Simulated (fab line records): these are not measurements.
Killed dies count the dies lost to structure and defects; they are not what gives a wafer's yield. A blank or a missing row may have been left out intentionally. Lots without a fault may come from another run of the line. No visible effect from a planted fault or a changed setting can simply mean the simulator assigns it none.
fab line records	flow nand_harc	part 1 of 2: steps 1 to 27 of 37
[record] lots = 5	wafers = 15	last_day = 24
route steps=1159 shown A_CHANNEL_FILL_D1@509 A_STAIRCASE@519
lots untouched by any fault: they come from a run of this same line in which no faults occurred
start_h: start of the lot's first displayed wafer, in hours after the record's first day	wait_h: hours from the lot's prior step to this one	" as in the row above	L1.1+2: a row that stands for several wafers	- no value, or no start given	* or withheld: withheld	< > ~ a bound
route shown NAME@n: names a module that has steps shown in the file, with the first one's number in the route	usual: mean/standard deviation taken from wafers without a fault	same: alike in all rows	chamber/n: place in a boat	sites: the reading at each site	_std_site: the standard deviation of these	_edge_site: inner sites' mean taken away from outer sites' mean	radius_mm: how far each site lies from the wafer's centre	mask NAME#n: copy n	behind: tool/chamber where the wafer was last shaped	hold: why the lot was held/for how many hours/how that ended	device: which transistor (n, p or np) failed to switch	end of line: tests of these same wafers at the route's end	a step with no rows: only its recipe	killed: at the first sort, the dies lost to defects and structure; wafer yield is something else	map: shows each die of a wafer: x if killed, . if not, _ if none is there
set.NAME: the setting that was run; set.NAME@STEP: the one run at that earlier step	model.NAME: the simulator's own value behind a step, which no gauge read
certain route steps with their lots: each step a table, each wafer a row
services: a tool's chamber out of use, with start hour (start_h, from the record's first day; less than 0 if before it), hours out, and reason
[[steps]]
[step NHARC_A_CHANNEL_FILL_D1_STRIP_29]
[recipe] time_s = 20	o2_flow_sccm = 500	ar_flow_sccm = 0	bias_w = 0	chemistry = O2
[usual] drypump_motor_current_A = 5.8/0.49	mfc_ar_sccm = 0.009/0.0092	oes_product_au = 1.003/0.011	rf_vpp_V = 57.7/0.87	showerhead_plenum_p_Torr = 3.45/0.11	throttle_valve_pct = 17.035/0.0093
lot.wafer	tool	chamber	start_h	wait_h	drypump_motor_current_A	mfc_ar_sccm	oes_product_au	rf_hours_counter_h	rf_vpp_V	showerhead_plenum_p_Torr	throttle_valve_pct
L077.3	rie_diel-09	0	-	-	5.6	0.022	1.012	6	58.2	3.42	17.013
L077.4	"	2	"	"	5.5	0	0.994	5	58.7	3.57	17.038
L077.5	"	3	"	"	5.1	0.018	0.994	-	56.7	3.35	17.027
L076.3	rie_diel-11	2	239.55	0.1	5.9	0.006	0.996	1	58.0	3.39	17.035
L076.1	"	3	"	"	6.3	0	1.021	1	58.3	3.39	17.039
L076.5	"	3	"	"	6.3	0	1.017	-	57.3	3.39	17.029
L078.1	rie_diel-09	3	-	-	5.0	0.018	0.995	7	57.2	3.35	17.026
L078.2	"	2	"	"	5.7	0	0.994	5	58.7	3.57	17.032
L078.5	"	3	"	"	5.1	0.018	0.989	-	57.0	3.35	17.032
L082.3	rie_diel-09	3	-	-	5.1	0.018	0.998	0	57.5	3.35	17.040
L082.5	"	2	"	"	5.6	0	1.005	-	58.5	3.57	17.039
L082.6	"	3	"	"	5.1	0.018	0.999	-	59.0	3.35	17.037
L097.2	rie_diel-09	1	-	-	5.3	0.000	0.982	3	57.3	3.34	17.043
L097.3	"	2	"	"	5.6	0	1.020	3	59.4	3.57	17.031
L097.5	"	0	"	"	5.6	0.022	1.020	-	58.2	3.42	17.033
[step NHARC_A_CHANNEL_FILL_D1_PRECLEAN_30]
[recipe] time_s = 30	chemistry = dHF
lot.wafer	tool	chamber	start_h	wait_h
L077.5+3+4	wet_bench-01	6,0,1	235.75	-
L076.5+3+1	wet_bench-04	4,0,1	239.65	-
L078.5+1+2	wet_bench-07	4,5,0	249.71	-
L082.6+5+3	wet_bench-04	7,2,3	272.99	-
L097.2+5+3	wet_bench-07	4,6,0	354.06	-
[step NHARC_A_CHANNEL_FILL_D1_SRD_31]
lot.wafer	tool	chamber	start_h	wait_h
L077.5+3+4	wet_bench-01	6,0,1	235.77	0.0
L076.5+3+1	wet_bench-04	4,0,1	239.67	0.0
L078.5+1+2	wet_bench-07	4,5,0	249.74	0.0
L082.6+5+3	wet_bench-04	7,2,3	273.01	0.0
L097.2+5+3	wet_bench-07	4,6,0	354.08	0.0
[step NHARC_A_CHANNEL_FILL_D1_CVD_09]
[recipe] target_thk_a = 1500	temp_c = 620	pressure_mtorr = 200	time_s = 3000	material = poly-Si
[usual] spike_tc_upper_C = 618.9/1	tube_center_temp_C = 620/0.055	zone_power_lower_pct = 8.3/0.65
lot.wafer	tool	chamber	start_h	wait_h	spike_tc_upper_C	tube_center_temp_C	zone_power_lower_pct
L077.3	lpcvd_poly-04	0	238.02	2.2	619.3	619.97	7.6
L077.4	"	0	"	"	621.0	620.02	7.6
L077.5	"	0	"	"	618.2	619.94	7.6
L076.1	lpcvd_poly-02	0	242.10	2.4	618.7	619.99	9.3
L076.3	"	0	"	"	618.6	620.01	9.4
L076.5	"	0	"	"	620.6	620.03	9.3
L078.1	lpcvd_poly-04	0	251.93	2.2	618.3	620.05	7.6
L078.2	"	0	"	"	618.8	619.96	7.8
L078.5	"	0	"	"	618.8	620.02	7.6
L082.3	lpcvd_poly-04	0	275.27	2.2	619.9	620.02	7.6
L082.5	"	0	"	"	617.2	619.91	7.7
L082.6	"	0	"	"	619.7	620.02	7.6
L097.2	lpcvd_poly-04	0	356.33	2.3	618.9	620.03	7.6
L097.3	"	0	"	"	618.3	619.96	7.6
L097.5	"	0	"	"	618.6	619.92	7.6
[step NHARC_A_CHANNEL_FILL_D1_CMP_10]
[recipe] target_thk_nm = 150
[usual] motor_current_A = 12.0/1.4	pad_life_wafers = 271/150	time_to_endpoint_s = 14.6/2.5
lot.wafer	tool	chamber	start_h	wait_h	motor_current_A	pad_life_wafers	time_to_endpoint_s
L077.3	cmp-01	0	241.21	0.4	13.5	378	16.2
L077.4	"	2	"	"	10.7	380	16.0
L077.5	"	0	"	"	14.4	-	15.6
L076.3	cmp-03	3	245.27	0.4	10.6	516	11.4
L076.1	"	0	"	"	12.7	517	12.8
L076.5	"	0	"	"	12.8	-	10.0
L078.2	cmp-04	2	255.29	0.5	12.4	289	17.2
L078.1	"	0	"	"	12.6	291	13.5
L078.5	"	2	"	"	11.7	-	14.2
L082.3	cmp-03	3	278.56	0.4	11.3	99	11.9
L082.5	"	0	"	"	12.4	-	16.0
L082.6	"	1	"	"	14.2	-	14.6
L097.2	cmp-01	1	359.53	0.4	11.6	463	15.2
L097.3	"	2	"	"	10.9	464	13.8
L097.5	"	1	"	"	12.0	-	15.2
[step NHARC_A_CHANNEL_FILL_D1_SRD_12]
lot.wafer	tool	chamber	start_h	wait_h
L077.5+3+4	wet_bench-04	7,1,2	241.51	0.0
L076.5+3+1	wet_bench-07	1,4,5	245.57	0.0
L078.5+1+2	wet_bench-04	7,0,4	255.57	0.0
L082.6+5+3	wet_bench-01	5,1,2	278.79	0.0
L097.2+3+5	wet_bench-07	5,7,1	359.81	0.0
[step NHARC_A_CHANNEL_FILL_D1_RTA_24]
[recipe] temp_c = 1000	time_s = 5
[usual] lamp_power_pct = 29.1/1.3	lamp_zone_1_pct = 29.1/1.3	wafer_temp_C_max = 1006.7/1.3
lot.wafer	tool	chamber	start_h	wait_h	lamp_power_pct	lamp_zone_1_pct	wafer_temp_C_max
L077.3	rtp_anneal-01	0	241.98	0.4	30.0	30.0	1007.1
L077.4	"	0	"	"	30.1	30.0	1007.8
L077.5	"	0	"	"	30.0	30.1	1007.6
L076.1	rtp_anneal-01	0	245.69	0.0	30.0	30.0	1008.0
L076.3	"	0	"	"	30.0	30.0	1006.9
L076.5	"	0	"	"	30.1	30.0	1008.2
L078.1	rtp_anneal-01	0	255.69	0.0	30.0	30.1	1008.0
L078.2	"	0	"	"	30.0	30.0	1006.1
L078.5	"	0	"	"	30.0	30.0	1007.2
L082.3	rtp_anneal-02	0	278.97	0.1	27.3	27.3	1004.1
L082.5	"	0	"	"	27.3	27.3	1005.0
L082.6	"	0	"	"	27.3	27.3	1009.9
L097.2	rtp_anneal-01	0	359.95	0.1	30.0	30.0	1006.0
L097.3	"	0	"	"	30.0	30.0	1008.1
L097.5	"	0	"	"	30.0	30.0	1005.9
[step NHARC_A_CHANNEL_FILL_D1_INSPECT_13]
[usual] raw_defect_count = 306/120
lot.wafer	tool	chamber	start_h	wait_h	raw_defect_count
L077.3	defect_inspect-02	-	242.13	0.1	569
L077.4	"	-	"	"	381
L077.5	"	-	"	"	252
L076.1	defect_inspect-02	-	245.88	0.2	174
L076.3	"	-	"	"	149
L076.5	"	-	"	"	340
L078.1	defect_inspect-02	-	255.88	0.2	360
L078.2	"	-	"	"	102
L078.5	"	-	"	"	208
L082.3	defect_inspect-01	-	279.11	0.1	210
L082.5	"	-	"	"	217
L082.6	"	-	"	"	125
L097.2	defect_inspect-02	-	360.12	0.1	954
L097.3	"	-	"	"	370
L097.5	"	-	"	"	279
[step NHARC_A_STAIRCASE_DEP_156]
[recipe] target_thk_a = 500	temp_c = 400	target_thk_nm = 50	flow_sccm = 200	rf_w = 450	material = SiNx
[usual] heater_power_w = 644/67
lot.wafer	tool	chamber	start_h	wait_h	heater_power_w
L077.3	pecvd-03	1	242.25	0.1	729
L077.5	"	1	"	"	724
L077.4	"	2	"	"	593
L076.3	pecvd-03	0	245.95	0.1	535
L076.1	"	1	"	"	726
L076.5	"	2	"	"	549
L078.2	pecvd-02	1	256.00	0.1	680
L078.1	"	2	"	"	581
L078.5	"	0	"	"	626
L082.3	pecvd-02	0	279.24	0.1	595
L082.5	"	1	"	"	566
L082.6	"	2	"	"	555
L097.2	pecvd-01	1	360.22	0.1	736
L097.3	"	2	"	"	686
L097.5	"	0	"	"	688
[step NHARC_A_STAIRCASE_DEHYDRATE_158]
[recipe] temp_c = 150	time_s = 120
lot.wafer	tool	chamber	start_h	wait_h
L077.3+4+5	litho_track-02	0	242.53	0.2
L076.1+3+5	litho_track-07	0	246.22	0.2
L078.1+2+5	litho_track-02	0	256.24	0.2
L082.3+5+6	litho_track-02	0	279.45	0.2
L097.2+3+5	litho_track-07	0	360.47	0.2
[step NHARC_A_STAIRCASE_HMDS_159]
[recipe] time_s = 30
lot.wafer	tool	chamber	start_h	wait_h
L077.3+4+5	litho_track-02	0	-	-
L076.1+3+5	litho_track-07	0	-	-
L078.1+2+5	litho_track-02	0	-	-
L082.3+5+6	litho_track-02	0	-	-
L097.2+3+5	litho_track-07	0	-	-
[step NHARC_A_STAIRCASE_COAT_160]
[recipe] spin_rpm = 1200
lot.wafer	tool	chamber	start_h	wait_h
L077.3+4+5	litho_track-02	0	-	-
L076.1+3+5	litho_track-07	0	-	-
L078.1+2+5	litho_track-02	0	-	-
L082.3+5+6	litho_track-02	0	-	-
L097.2+3+5	litho_track-07	0	-	-
[step NHARC_A_STAIRCASE_SOFTBAKE_161]
[recipe] temp_c = 135	time_s = 170
lot.wafer	tool	chamber	start_h	wait_h
L077.3+4+5	litho_track-02	0	-	-
L076.1+3+5	litho_track-07	0	-	-
L078.1+2+5	litho_track-02	0	-	-
L082.3+5+6	litho_track-02	0	-	-
L097.2+3+5	litho_track-07	0	-	-
[step NHARC_A_STAIRCASE_EBR_162]
lot.wafer	tool	chamber	start_h	wait_h
L077.3+4+5	litho_track-02	0	-	-
L076.1+3+5	litho_track-07	0	-	-
L078.1+2+5	litho_track-02	0	-	-
L082.3+5+6	litho_track-02	0	-	-
L097.2+3+5	litho_track-07	0	-	-
[step NHARC_A_STAIRCASE_EXPOSE_163]
[recipe] na = 0.5	dose_mj = 20.01	mask_id = STAIR_OPEN
[usual] exposure_dose_mJ_cm2 = 20.011/0.018	stage_vel_mm_s = 499.99/0.26
lot.wafer	tool	chamber	start_h	wait_h	mask	exposure_dose_mJ_cm2	stage_vel_mm_s
L077.3	krf_scanner-01	0	243.03	-	STAIR_OPEN#0	19.999	499.48
L077.4	"	0	"	"	STAIR_OPEN#0	19.997	499.86
L077.5	"	0	"	"	STAIR_OPEN#0	19.988	499.71
L076.1	krf_scanner-01	0	246.43	-	STAIR_OPEN#0	20.019	500.03
L076.3	"	0	"	"	STAIR_OPEN#0	20.021	500.13
L076.5	"	0	"	"	STAIR_OPEN#0	20.004	500.14
L078.1	krf_scanner-04	0	256.57	-	STAIR_OPEN#0	20.017	500.03
L078.2	"	0	"	"	STAIR_OPEN#0	20.004	500.03
L078.5	"	0	"	"	STAIR_OPEN#0	20.035	500.21
L082.3	krf_scanner-03	0	279.82	-	STAIR_OPEN#0	20.022	500.02
L082.5	"	0	"	"	STAIR_OPEN#0	20.025	499.92
L082.6	"	0	"	"	STAIR_OPEN#0	20.040	499.69
L097.2	krf_scanner-03	0	360.80	-	STAIR_OPEN#0	20.028	499.87
L097.3	"	0	"	"	STAIR_OPEN#0	20.027	499.60
L097.5	"	0	"	"	STAIR_OPEN#0	20.007	499.94
[step NHARC_A_STAIRCASE_PEB_164]
[recipe] peb_temp_c = 115	peb_time_s = 130
lot.wafer	tool	chamber	start_h	wait_h
L077.3+4+5	litho_track-07	0	243.08	0.1
L076.1+3+5	litho_track-02	0	246.50	0.1
L078.1+2+5	litho_track-02	0	256.64	0.1
L082.3+5+6	litho_track-02	0	279.88	0.1
L097.2+3+5	litho_track-07	0	360.86	0.1
[step NHARC_A_STAIRCASE_DEVELOP_165]
[recipe] time_s = 140
lot.wafer	tool	chamber	start_h	wait_h
L077.3+4+5	litho_track-07	0	-	-
L076.1+3+5	litho_track-02	0	-	-
L078.1+2+5	litho_track-02	0	-	-
L082.3+5+6	litho_track-02	0	-	-
L097.2+3+5	litho_track-07	0	-	-
[step NHARC_A_STAIRCASE_HARDBAKE_167]
[recipe] temp_c = 120	time_s = 140
lot.wafer	tool	chamber	start_h	wait_h
L077.3+4+5	litho_track-07	0	243.31	-
L076.1+3+5	litho_track-07	0	246.72	-
L078.1+2+5	litho_track-05	0	256.86	-
L082.3+5+6	litho_track-02	0	280.10	-
L097.2+3+5	litho_track-07	0	361.09	-
[step NHARC_A_STAIRCASE_DESCUM_168]
[recipe] time_s = 3	o2_flow_sccm = 200	ar_flow_sccm = 0	bias_power_w = 0	chemistry = O2
[usual] drypump_motor_current_A = 5.5/0.43	mfc_ar_sccm = 0.015/0.013	oes_product_au = 1.004/0.0098	rf_vpp_V = 57.6/0.86	showerhead_plenum_p_Torr = 1.88/0.071	throttle_valve_pct = 11.310/0.0093
lot.wafer	tool	chamber	start_h	wait_h	drypump_motor_current_A	mfc_ar_sccm	oes_product_au	rf_hours_counter_h	rf_vpp_V	showerhead_plenum_p_Torr	throttle_valve_pct
L077.3	rie_diel-02	0	243.39	-	6.0	0.029	0.999	28	56.6	1.89	11.318
L077.4	"	2	"	"	5.2	0.010	1.013	30	58.2	1.78	11.316
L077.5	"	1	"	"	5.5	0	1.007	-	56.3	1.95	11.313
L076.1	rie_diel-04	3	246.82	-	5.2	0	1.025	40	57.1	1.83	11.317
L076.3	"	1	"	"	5.0	0.033	1.012	48	57.1	1.92	11.301
L076.5	"	3	"	"	5.2	0	1.010	-	58.2	1.83	11.313
L078.2	rie_diel-01	0	256.95	-	5.9	0	1.019	37	58.3	1.79	11.315
L078.1	"	3	"	"	5.4	0.023	1.004	41	57.2	1.94	11.304
L078.5	"	0	"	"	5.9	0	1.021	-	57.5	1.79	11.296
L082.3	rie_diel-01	1	280.19	-	4.8	0.009	1.007	49	57.4	1.77	11.315
L082.6	"	0	"	"	5.9	0	1.033	-	55.7	1.78	11.303
L082.5	"	1	"	"	4.8	0.009	1.005	-	57.7	1.77	11.304
L097.2	rie_diel-01	0	361.17	-	5.9	0	1.000	12	55.9	1.78	11.311
L097.3	"	2	"	"	6.2	0	1.014	14	58.2	1.85	11.298
L097.5	"	1	"	"	4.8	0.009	0.995	-	59.3	2.07	11.305
[step NHARC_A_STAIRCASE_ETCH_169]
[recipe] target_depth_a = 500	time_s = 107.1	ion_energy_ev = 120	ch3f_flow_sccm = 50	o2_flow_sccm = 30	ar_flow_sccm = 200	rf_w = 500	bias_w = 100	chemistry = CH3F/O2
[usual] drypump_motor_current_A = 5.5/0.44	mfc_ar_sccm = 200.0/0.6	oes_product_au = 0.953/0.019	rf_vpp_V = 243.8/1.4	showerhead_plenum_p_Torr = 2.42/0.087	throttle_valve_pct = 20.663/0.0094
lot.wafer	tool	chamber	start_h	wait_h	drypump_motor_current_A	mfc_ar_sccm	oes_product_au	rf_hours_counter_h	rf_vpp_V	showerhead_plenum_p_Torr	throttle_valve_pct
L077.3	rie_diel-02	2	243.49	0.1	5.3	200.2	0.991	30	242.9	2.29	20.672
L077.4	"	3	"	"	5.4	200.2	0.971	28	244.6	2.47	20.657
L077.5	"	1	"	"	5.5	199.1	0.961	-	245.5	2.50	20.656
L076.1	rie_diel-04	0	246.92	0.1	5.6	200.0	0.954	43	244.7	2.46	20.658
L076.3	"	1	"	"	4.9	201.2	0.978	48	243.6	2.47	20.670
L076.5	"	3	"	"	5.2	199.7	0.965	-	243.0	2.36	20.665
L078.1	rie_diel-01	3	257.04	0.1	5.4	199.3	0.929	41	245.6	2.49	20.672
L078.2	"	2	"	"	6.2	199.1	0.924	45	243.7	2.39	20.660
L078.5	"	0	"	"	5.9	200.7	0.948	-	241.4	2.30	20.665
L082.3	rie_diel-01	2	280.29	0.1	6.2	200.1	0.920	56	242.8	2.39	20.660
L082.6	"	1	"	"	4.8	200.0	0.926	-	241.6	2.29	20.666
L082.5	"	2	"	"	6.2	200.1	0.927	-	242.5	2.39	20.658
L097.2	rie_diel-01	3	361.26	0.1	5.4	200.7	0.975	13	245.7	2.48	20.655
L097.3	"	2	"	"	6.2	199.4	0.981	14	243.2	2.38	20.664
L097.5	"	0	"	"	5.9	199.1	0.960	-	242.6	2.29	20.674
[step NHARC_A_STAIRCASE_ETCH_170]
[recipe] target_depth_a = 2000	time_s = 66.667	ion_energy_ev = 250	c4f6_flow_sccm = 25	o2_flow_sccm = 20	ar_flow_sccm = 500	rf_w = 600	bias_w = 500	chemistry = C4F6/O2
[usual] drypump_motor_current_A = 5.5/0.45	mfc_ar_sccm = 500.0/1.6	oes_product_au = 0.974/0.016	rf_vpp_V = 545.3/2.8	showerhead_plenum_p_Torr = 3.85/0.13	throttle_valve_pct = 26.904/0.0085
lot.wafer	tool	chamber	start_h	wait_h	drypump_motor_current_A	mfc_ar_sccm	oes_product_au	rf_hours_counter_h	rf_vpp_V	showerhead_plenum_p_Torr	throttle_valve_pct
L077.4	rie_diel-02	0	-	-	5.9	498.3	0.974	28	546.3	3.88	26.917
L077.3	"	1	"	"	5.5	501.8	0.997	29	547.0	3.99	26.896
L077.5	"	1	"	"	5.5	499.9	0.994	-	547.4	3.99	26.907
L076.1	rie_diel-04	3	-	-	5.3	500.9	0.992	40	543.3	3.77	26.919
L076.3	"	0	"	"	5.6	500.2	0.956	43	547.7	3.92	26.901
L076.5	"	3	"	"	5.3	499.6	0.986	-	543.0	3.77	26.913
L078.2	rie_diel-01	1	-	-	4.8	499.0	0.948	37	541.0	3.67	26.901
L078.1	"	0	"	"	5.9	500.4	0.972	37	540.8	3.69	26.890
L078.5	"	2	"	"	6.2	499.0	0.950	-	546.2	3.82	26.920
L082.3	rie_diel-01	0	-	-	5.9	497.4	0.977	49	540.9	3.68	26.899
L082.5	"	0	"	"	5.9	497.8	0.977	-	541.6	3.68	26.902
L082.6	"	1	"	"	4.8	500.5	0.971	-	541.7	3.66	26.919
L097.3	rie_diel-01	2	-	-	6.3	503.0	0.984	14	544.5	3.80	26.912
L097.2	"	3	"	"	5.4	499.1	0.976	13	548.6	3.95	26.916
L097.5	"	0	"	"	5.9	497.9	0.955	-	541.4	3.67	26.890
[step NHARC_A_STAIRCASE_STRIP_171]
[recipe] power_w = 1500	temp_c = 250	chemistry = O2
[usual] drypump_motor_current_A = 5.9/0.42	heater_power_w = 310/28
lot.wafer	tool	chamber	start_h	wait_h	drypump_motor_current_A	heater_power_w	rf_hours_counter_h
L077.4	plasma_asher-02	0	243.80	-	6.4	331	-
L077.3	"	1	"	"	5.9	335	-
L077.5	"	1	"	"	5.9	333	-
L076.1	plasma_asher-01	0	247.13	-	6.0	281	51
L076.3	"	0	"	"	6.0	273	-
L076.5	"	0	"	"	6.0	272	-
L078.1	plasma_asher-01	0	257.33	-	6.0	277	56
L078.2	"	1	"	"	5.2	294	56
L078.5	"	1	"	"	5.2	293	-
L082.3	plasma_asher-02	0	281.40	-	6.4	343	-
L082.5	"	0	"	"	6.4	337	-
L082.6	"	1	"	"	5.9	321	-
L097.2	plasma_asher-02	0	361.54	-	6.4	347	57
L097.3	"	1	"	"	5.9	323	-
L097.5	"	0	"	"	6.3	345	-
[step NHARC_A_STAIRCASE_STRIP_172]
[recipe] time_s = 900	temp_c = 130	chemistry = SPM
lot.wafer	tool	chamber	start_h	wait_h
L077.5+4+3	wet_bench-05	3,5,6	244.08	0.1
L076.5+1+3	wet_bench-05	4,5,0	247.50	0.1
L078.1+5+2	wet_bench-05	6,0,1	257.69	0.3
L082.5+6+3	wet_bench-05	0,2,5	281.66	0.1
L097.2+5+3	wet_bench-05	3,5,0	361.84	0.3
[step NHARC_A_STAIRCASE_PRECLEAN_173]
[recipe] time_s = *	temp_c = 50	bath_age_min = 0	chemistry = SC1
[usual] nh4oh_flow_mL_min = 28.30/0.089
lot.wafer	tool	chamber	start_h	wait_h	nh4oh_flow_mL_min
L077.5	wet_bench-05	3	-	-	28.38
L077.4	"	5	"	"	28.30
L077.3	"	6	"	"	28.10
L076.5	wet_bench-05	4	-	-	28.18
L076.1	"	5	"	"	28.30
L076.3	"	0	"	"	28.33
L078.1	wet_bench-05	6	-	-	28.44
L078.5	"	0	"	"	28.45
L078.2	"	1	"	"	28.21
L082.5	wet_bench-05	0	-	-	28.28
L082.6	"	2	"	"	28.40
L082.3	"	5	"	"	28.29
L097.2	wet_bench-05	3	-	-	28.36
L097.5	"	5	"	"	28.27
L097.3	"	0	"	"	28.39
[step NHARC_A_STAIRCASE_SRD_174]
lot.wafer	tool	chamber	start_h	wait_h
L077.5+4+3	wet_bench-05	3,5,6	-	-
L076.5+1+3	wet_bench-05	4,5,0	-	-
L078.1+5+2	wet_bench-05	6,0,1	-	-
L082.5+6+3	wet_bench-05	0,2,5	-	-
L097.2+5+3	wet_bench-05	3,5,0	-	-
[step NHARC_A_STAIRCASE_DEHYDRATE_01]
[recipe] temp_c = 150	time_s = 120
lot.wafer	tool	chamber	start_h	wait_h
L077.3+4+5	litho_track-05	0	244.51	-
L076.1+3+5	litho_track-07	0	247.94	-
L078.1+2+5	litho_track-05	0	258.14	-
L082.3+5+6	litho_track-05	0	282.12	-
L097.2+3+5	litho_track-02	0	362.29	-
[step NHARC_A_STAIRCASE_HMDS_02]
[recipe] time_s = 30
lot.wafer	tool	chamber	start_h	wait_h
L077.3+4+5	litho_track-05	0	-	-
L076.1+3+5	litho_track-07	0	-	-
L078.1+2+5	litho_track-05	0	-	-
L082.3+5+6	litho_track-05	0	-	-
L097.2+3+5	litho_track-02	0	-	-
